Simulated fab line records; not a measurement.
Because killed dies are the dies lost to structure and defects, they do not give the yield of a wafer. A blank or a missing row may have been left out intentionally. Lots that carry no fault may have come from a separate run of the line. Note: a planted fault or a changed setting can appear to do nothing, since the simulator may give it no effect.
Chamber matching + flow nand_harc + 4 sister chambers for NHARC_P_CONTACT_CMP_24 on cmp-04
The step polishes, t overpolish 30 s, target thk 200 nm. 16 wafers are shown with their chamber, then 8 later ones without.

EACH WAFER AND ITS CHAMBER
| wafer  | chamber | motor_current_A (A) | time_to_endpoint_s (s) | slurry_filter_dp_kPa (kPa) |
|--------|---------|---------------------|------------------------|----------------------------|
| L545.2 | 0       | 10.1                | 40.1                   | 13.61                      |
| L545.3 | 3       | 11.7                | 44.2                   | 13.39                      |
| L545.6 | 3       | 10.6                | 44.8                   | 13.44                      |
| L548.1 | 0       | 10.3                | 35.6                   | 13.33                      |
| L548.5 | 0       | 9.7                 | 36.4                   | 13.42                      |
| L548.6 | 1       | 12.4                | 40.3                   | 13.52                      |
| L551.4 | 2       | 10.4                | 40.9                   | 13.47                      |
| L551.5 | 2       | 10.8                | 39.2                   | 13.84                      |
| L551.6 | 3       | 10.7                | 40.4                   | 13.23                      |
| L557.1 | 2       | 9.7                 | 39.6                   | 13.84                      |
| L557.2 | 1       | 12.4                | 38.7                   | 13.46                      |
| L557.6 | 3       | 11.9                | 40.1                   | 13.62                      |
| L559.1 | 0       | 10.4                | 34.2                   | 13.29                      |
| L559.2 | 1       | 13.0                | 38.5                   | 13.47                      |
| L559.6 | 3       | 11.9                | 39.9                   | 13.68                      |
| L562.1 | 3       | 11.4                | 43.1                   | 13.71                      |

SIGNATURES, as means of the wafers listed above
| reading              | chamber 0 | chamber 1 | chamber 2 | chamber 3 | scatter within a chamber |
|----------------------|-----------|-----------|-----------|-----------|--------------------------|
| motor_current_A      | 10.125    | 12.600    | 10.300    | 11.367    | 0.488                    |
| time_to_endpoint_s   | 36.575    | 39.167    | 39.900    | 42.083    | 1.98                     |
| slurry_filter_dp_kPa | 13.4125   | 13.4833   | 13.7167   | 13.5117   | 0.167                    |
Rule: a wafer lies at a distance from a chamber equal to the root of the sum of squares, over the readings, of (its reading less the chamber's mean, divided by the reading's scatter). The wafer belongs to the nearest chamber; if the next one is less than 2 further off, it can't be placed. The scatter is the square root of a quotient: the sum, over the shown wafers, of each reading's squared deviation from its chamber's mean, divided by wafers minus chambers.

WAFERS WITHOUT THEIR CHAMBER
| wafer  | motor_current_A (A) | time_to_endpoint_s (s) | slurry_filter_dp_kPa (kPa) |
|--------|---------------------|------------------------|----------------------------|
| L562.2 | 10.6                | 36.9                   | 13.47                      |
| L562.5 | 10.3                | 36.6                   | 13.66                      |
| L561.1 | 10.1                | 35.0                   | 13.58                      |
| L561.2 | 12.8                | 40.8                   | 13.68                      |
| L561.5 | 10.0                | 37.5                   | 13.53                      |
| L563.1 | 10.4                | 41.4                   | 13.41                      |
| L563.3 | 9.9                 | 43.4                   | 13.52                      |
| L563.4 | 12.6                | 40.8                   | 13.66                      |

THE CHAMBER EACH PASSED THROUGH
| wafer  | from the rows above          | in truth |
|--------|------------------------------|----------|
| L562.2 | can't be placed: 0 or 2      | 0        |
| L562.5 | can't be placed: 0 or 2      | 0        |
| L561.1 | can't be placed: 0 or 2      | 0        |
| L561.2 | can't be placed: 1 or 3      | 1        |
| L561.5 | can't be placed: 0 or 2      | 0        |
| L563.1 | can't be placed: 2 or 3 or 0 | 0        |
| L563.3 | can't be placed: 2 or 3 or 0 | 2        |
| L563.4 | can't be placed: 1 or 3      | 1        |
Correct placement for 0 of the 8. Can't be placed from these rows: 8 (the true chamber is among the candidates in 8). Placed wrongly: 0.
